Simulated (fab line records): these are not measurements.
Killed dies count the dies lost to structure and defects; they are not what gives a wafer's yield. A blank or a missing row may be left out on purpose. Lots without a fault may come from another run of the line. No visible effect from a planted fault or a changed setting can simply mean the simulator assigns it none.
fab line records -- flow n5Finfet
[record] lots = 5, wafers = 15, lastDay = 15
route steps=1938 shown BEOL_M0_SAQP@645
lots with no fault: from the same line, run without faults
startH: hours from the record's first day to the start of the lot's first wafer shown -- waitH: how many hours have passed since the lot's step before this one -- " repeats the value in the row above -- L1.1+2: one row covering several wafers at once -- - value missing, or start not given -- * or withheld: withheld -- < > ~ a bound
route shown NAME@n: NAME is a module with steps in the file, n the number in the route of the first one -- usual: mean/standard deviation of fault-free wafers -- same: alike in all rows -- chamber/n: place in a boat -- sites: readings site by site -- _std_site: standard deviation across them -- _edge_site: the outer-site mean with the inner-site mean subtracted -- radiusMm: how far each site lies from the wafer's centre -- mask NAME#n: copy n -- behind: the tool/chamber that last shaped the wafer -- hold: cause of the lot's hold/its duration in hours/its outcome -- device: the n, p or np transistor that did not switch -- end of line: tests of these same wafers at the route's end -- for a step that has no rows: nothing shown but its recipe -- killed: dies lost to structure and defects at the first sort, not the wafer's yield -- map: a wafer's dies, x killed, . not, _ none there
set.NAME: the setting as run; set.NAME@STEP: as run at that earlier step -- model.NAME: the simulator's own value behind a step, which no gauge read
certain route steps with their lots: each step a table, each wafer a row
services: when a tool's chamber went out of use (startH, in hours from the record's first day, below 0 if earlier), for how many hours, and the reason
[[steps]]
[step N5_BEOL_M0_SAQP_SOFTBAKE_09]
[recipe] tempC = 110, timeS = 60, resist = CAR-ArF
lot.wafer,tool,chamber,startH,waitH
L076.1+4+6,lithoTrack-03,0,-,-
L079.1+4+5,lithoTrack-02,0,-,-
L081.1+3+4,lithoTrack-02,0,-,-
L088.2+3+4,lithoTrack-02,0,-,-
L089.1+2+5,lithoTrack-02,0,-,-
[step N5_BEOL_M0_SAQP_EXPOSE_11]
[recipe] maskId = M0_CORE, na = 1.35, sourceShape = dipole, sigmaInner = 0.538, sigmaOuter = 0.738, polarization = te, targetCdNm = 42, doseMj = 55
[usual] focusOffsetNm = 0.1/0.51
lot.wafer,tool,chamber,startH,waitH,mask,focusOffsetNm
L076.1,arfiScanner-03,0,126.37,-,M0_CORE#0,-0.1
L076.4,arfiScanner-03,0,126.37,-,M0_CORE#0,1.1
L076.6,arfiScanner-03,0,126.37,-,M0_CORE#0,0.2
L079.1,arfiScanner-02,0,142.06,-,M0_CORE#0,1.0
L079.4,arfiScanner-02,0,142.06,-,M0_CORE#0,-0.5
L079.5,arfiScanner-02,0,142.06,-,M0_CORE#0,0.2
L081.1,arfiScanner-03,0,153.80,-,M0_CORE#0,-0.5
L081.3,arfiScanner-03,0,153.80,-,M0_CORE#0,-0.6
L081.4,arfiScanner-03,0,153.80,-,M0_CORE#0,-0.7
L088.2,arfiScanner-01,0,212.03,-,M0_CORE#0,0.2
L088.3,arfiScanner-01,0,212.03,-,M0_CORE#0,-0.8
L088.4,arfiScanner-01,0,212.03,-,M0_CORE#0,-0.2
L089.1,arfiScanner-01,0,216.08,-,M0_CORE#0,0.2
L089.2,arfiScanner-01,0,216.08,-,M0_CORE#0,0.5
L089.5,arfiScanner-01,0,216.08,-,M0_CORE#0,0.7
[step N5_BEOL_M0_SAQP_PEB_12]
[recipe] pebTempC = withheld, pebTimeS = 60, resist = CAR-ArF
lot.wafer,tool,chamber,startH,waitH
L076.1+4+6,lithoTrack-04,0,126.43,0.1
L079.1+4+5,lithoTrack-03,0,142.12,0.1
L081.1+3+4,lithoTrack-02,0,153.86,0.1
L088.2+3+4,lithoTrack-02,0,212.09,0.0
L089.1+2+5,lithoTrack-02,0,216.14,0.1
[step N5_BEOL_M0_SAQP_DEVELOP_13]
[recipe] developTimeS = 30, developer = TMAH, resist = CAR-ArF, devTempC = 23, rinseLiquid = diw, dry = airSpin
lot.wafer,tool,chamber,startH,waitH
L076.1+4+6,lithoTrack-04,0,-,-
L079.1+4+5,lithoTrack-03,0,-,-
L081.1+3+4,lithoTrack-02,0,-,-
L088.2+3+4,lithoTrack-02,0,-,-
L089.1+2+5,lithoTrack-02,0,-,-
[step N5_BEOL_M0_SAQP_CD_MEAS_14]
[recipe] targetCdNm = 42.5, landingEnergyEv = 500, detector = seInlens
[usual] cdNm = 42.5/0.47
lot.wafer,tool,chamber,startH,waitH,cdNm
L076.1,cdSem-03,0,126.49,-,42.8
L076.4,cdSem-03,0,126.49,-,41.5
L076.6,cdSem-03,0,126.49,-,42.5
L079.1,cdSem-03,0,142.19,-,42.4
L079.4,cdSem-03,0,142.19,-,41.8
L079.5,cdSem-03,0,142.19,-,42.3
L081.1,cdSem-02,0,153.93,-,42.5
L081.3,cdSem-02,0,153.93,-,43.0
L081.4,cdSem-02,0,153.93,-,43.2
L088.2,cdSem-03,0,212.16,-,41.9
L088.3,cdSem-03,0,212.16,-,41.6
L088.4,cdSem-03,0,212.16,-,42.4
L089.1,cdSem-03,0,216.21,-,42.5
L089.2,cdSem-03,0,216.21,-,43.3
L089.5,cdSem-03,0,216.21,-,42.4
[step N5_BEOL_M0_SAQP_OVL_MEAS_15]
[recipe] pointsPerWafer = 44
[usual] M0_CORE_OVL = -0.8/0.94
lot.wafer,tool,chamber,startH,waitH,M0_CORE_OVL[nm]
L076.1,overlay-01,0,126.52,0.0,-0.8
L076.4,overlay-01,0,126.52,0.0,-0.9
L076.6,overlay-01,0,126.52,0.0,-2.2
L079.1,overlay-02,0,142.22,0.0,0.2
L079.4,overlay-02,0,142.22,0.0,-1.4
L079.5,overlay-02,0,142.22,0.0,0.1
L081.1,overlay-01,0,153.96,0.0,-1.7
L081.3,overlay-01,0,153.96,0.0,-1.1
L081.4,overlay-01,0,153.96,0.0,-2.3
L088.2,overlay-02,0,212.18,0.0,-0.5
L088.3,overlay-02,0,212.18,0.0,0.1
L088.4,overlay-02,0,212.18,0.0,-0.5
L089.1,overlay-01,0,216.24,0.0,-0.8
L089.2,overlay-01,0,216.24,0.0,0.5
L089.5,overlay-01,0,216.24,0.0,1.3
[step N5_BEOL_M0_SAQP_INSPECT_16]
[recipe] mode = adi, inspectInstrument = brightfield
[usual] rawDefectCount = 560/180
lot.wafer,tool,chamber,startH,waitH,rawDefectCount
L076.1,defectInspect-01,-,126.55,0.0,412
L076.4,defectInspect-01,-,126.55,0.0,521
L076.6,defectInspect-01,-,126.55,0.0,428
L079.1,defectInspect-02,-,142.24,0.0,469
L079.4,defectInspect-02,-,142.24,0.0,541
L079.5,defectInspect-02,-,142.24,0.0,586
L081.1,defectInspect-01,-,153.98,0.0,705
L081.3,defectInspect-01,-,153.98,0.0,773
L081.4,defectInspect-01,-,153.98,0.0,777
L088.2,defectInspect-02,-,212.21,0.0,694
L088.3,defectInspect-02,-,212.21,0.0,550
L088.4,defectInspect-02,-,212.21,0.0,611
L089.1,defectInspect-01,-,216.26,0.0,755
L089.2,defectInspect-01,-,216.26,0.0,636
L089.5,defectInspect-01,-,216.26,0.0,739
[step N5_BEOL_M0_SAQP_DESCUM_19]
[recipe] chemistry = O2, timeS = 7.9, sourcePowerW = 50, biasPowerW = 20, pressureMtorr = 20, rfFrequencyHz = 2.712e+07, tempC = 40, resist = CAR-ArF, o2FlowSccm = 225
[usual] drypumpMotorCurrentA = 5.6/0.32, o2FlowSccm = 225.1/0.76, oesProductAu = 0.76/0.086, rfVppV = 243.4/1.1, showerheadPlenumPTorr = 2.11/0.055, throttleValvePct = 20.55/0.25
lot.wafer,tool,chamber,startH,waitH,drypumpMotorCurrentA,o2FlowSccm,oesProductAu,rfHoursCounterH,rfVppV,showerheadPlenumPTorr,throttleValvePct
L076.1,rieDiel-01,2,126.58,0.0,5.9,224.2,0.73,195,243.9,2.05,20.63
L076.4,rieDiel-01,3,126.58,0.0,5.2,226.1,0.69,209,242.9,2.08,20.68
L076.6,rieDiel-01,0,126.58,0.0,5.2,225.9,0.93,-,244.1,2.14,20.65
L079.1,rieDiel-06,0,142.32,0.1,5.3,225.1,0.76,148,245.6,2.21,20.55
L079.4,rieDiel-06,0,142.32,0.1,5.3,225.2,0.75,-,245.8,2.21,20.55
L079.5,rieDiel-06,3,142.32,0.1,4.9,226.1,0.70,-,241.6,1.98,20.93
L081.1,rieDiel-02,0,154.02,0.0,5.8,224.9,0.89,32,243.1,2.15,20.40
L081.3,rieDiel-02,1,154.02,0.0,5.9,226.7,0.72,204,241.3,2.11,20.48
L081.4,rieDiel-02,3,154.02,0.0,5.8,225.2,0.71,222,243.7,2.07,20.76
L088.2,rieDiel-06,0,212.24,0.0,5.3,223.2,0.74,166,244.1,2.20,20.56
L088.3,rieDiel-06,1,212.24,0.0,6.0,224.4,0.70,223,243.9,2.17,20.81
L088.4,rieDiel-06,2,212.24,0.0,5.0,225.6,0.87,69,244.2,2.15,20.50
L089.1,rieDiel-01,0,216.30,0.0,5.2,225.3,0.88,46,243.8,2.13,20.70
L089.2,rieDiel-01,3,216.30,0.0,5.2,224.9,0.67,235,243.1,2.07,20.72
L089.5,rieDiel-01,3,216.30,0.0,5.2,225.1,0.68,-,242.5,2.07,20.71
[[services]]
tool,chamber,startH,hours,kind
rieDiel-01,0,114.37,7.6,repair
arfiScanner-02,-,120.50,2.6,repair
rieDiel-06,1,127.09,2.5,repair
arfiScanner-01,-,138.84,1.0,pm
rieDiel-06,2,139.56,7.7,repair
rieDiel-01,3,142.69,2.2,repair
arfiScanner-01,0,148.28,-,calibration
arfiScanner-03,0,149.19,-,calibration
arfiScanner-03,-,156.68,1.3,pm
arfiScanner-01,-,160.49,1.0,pm
lithoTrack-03,-,160.86,-,consumableReplace:filter
arfiScanner-02,-,161.70,1.0,repair
arfiScanner-02,-,163.96,1.3,pm
arfiScanner-03,-,171.01,0.8,repair
arfiScanner-02,-,176.05,2.8,repair
arfiScanner-01,-,178.35,0.8,pm
rieDiel-02,1,178.83,7.1,repair
arfiScanner-02,-,191.43,1.0,pm
arfiScanner-03,-,191.75,1.0,pm
rieDiel-02,2,196.07,-,clean
rieDiel-02,2,196.07,-,consumableReplace:focusRing
arfiScanner-01,-,196.37,1.3,pm
arfiScanner-03,-,196.63,1.0,pm
arfiScanner-03,-,203.54,4.9,pm
[[key]]
fault none
